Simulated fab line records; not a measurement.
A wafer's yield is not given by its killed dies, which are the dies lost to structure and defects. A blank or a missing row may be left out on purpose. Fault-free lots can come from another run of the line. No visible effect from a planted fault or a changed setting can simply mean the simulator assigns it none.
Matching of chambers    flow n5_finfet    N5_BEOL_M2_ETCH_69 on rie_diel-02: 4 sister chambers
The step etches SiARC in CF4, target depth 15.6 nm, time 26 s. 16 wafers are shown with their chamber, then 8 later ones without.

== WAFERS, EACH WITH ITS CHAMBER ==
wafer   chamber  showerhead_plenum_p_Torr (Torr)  drypump_motor_current_A (A)  throttle_valve_pct (%)
L074.1  2        2.17                             6.0                          15.36
L074.2  0        2.13                             5.9                          15.68
L074.3  1        2.19                             6.3                          15.62
L076.2  1        2.19                             6.3                          15.63
L076.5  1        2.19                             6.3                          15.61
L076.6  2        2.17                             6.0                          15.36
L078.2  1        2.19                             6.3                          15.63
L078.4  3        2.21                             5.6                          15.72
L078.6  2        2.17                             6.0                          15.37
L079.1  2        2.17                             6.0                          15.38
L079.2  0        2.12                             5.9                          15.69
L079.4  3        2.21                             5.6                          15.74
L080.2  3        2.21                             5.6                          15.74
L080.3  2        2.17                             6.0                          15.38
L080.6  1        2.19                             6.3                          15.63
L081.1  0        2.12                             5.8                          15.72

SIGNATURES (means of the wafers above)
reading                   chamber 0  chamber 1  chamber 2  chamber 3  scatter within a chamber
showerhead_plenum_p_Torr  2.1233     2.1900     2.1700     2.2100     0.00236
drypump_motor_current_A   5.867      6.300      6.000      5.600      0.0236
throttle_valve_pct        15.6967    15.6240    15.3700    15.7333    0.0124
Rule: for each reading, subtract the chamber's mean from the wafer's reading, divide by that reading's scatter and square the result; add these up over the readings and take the root, which gives the wafer's distance from the chamber. If the next closest chamber is less than 2 further off than the closest, the wafer can't be placed; otherwise it belongs to the closest. The scatter is the square root of a quotient: the sum, over the shown wafers, of each reading's squared deviation from its chamber's mean, divided by wafers minus chambers.

== WAFERS WITH NO CHAMBER GIVEN ==
wafer   showerhead_plenum_p_Torr (Torr)  drypump_motor_current_A (A)  throttle_valve_pct (%)
L081.3  2.21                             5.7                          15.76
L081.6  2.19                             6.3                          15.63
L082.2  2.12                             5.9                          15.72
L082.3  2.17                             6.0                          15.40
L082.6  2.17                             6.0                          15.40
L095.2  2.11                             5.9                          15.78
L095.3  2.16                             6.0                          15.44
L095.5  2.17                             6.3                          15.70

== WHICH CHAMBER EACH WENT THROUGH ==
wafer   from the rows above  in truth
L081.3  3                    3
L081.6  1                    1
L082.2  0                    0
L082.3  2                    2
L082.6  2                    2
L095.2  0                    0
L095.3  2                    2
L095.5  1                    1
Correctly placed: 8 of 8. Can't be placed from these rows: 0. Placed wrongly: 0.
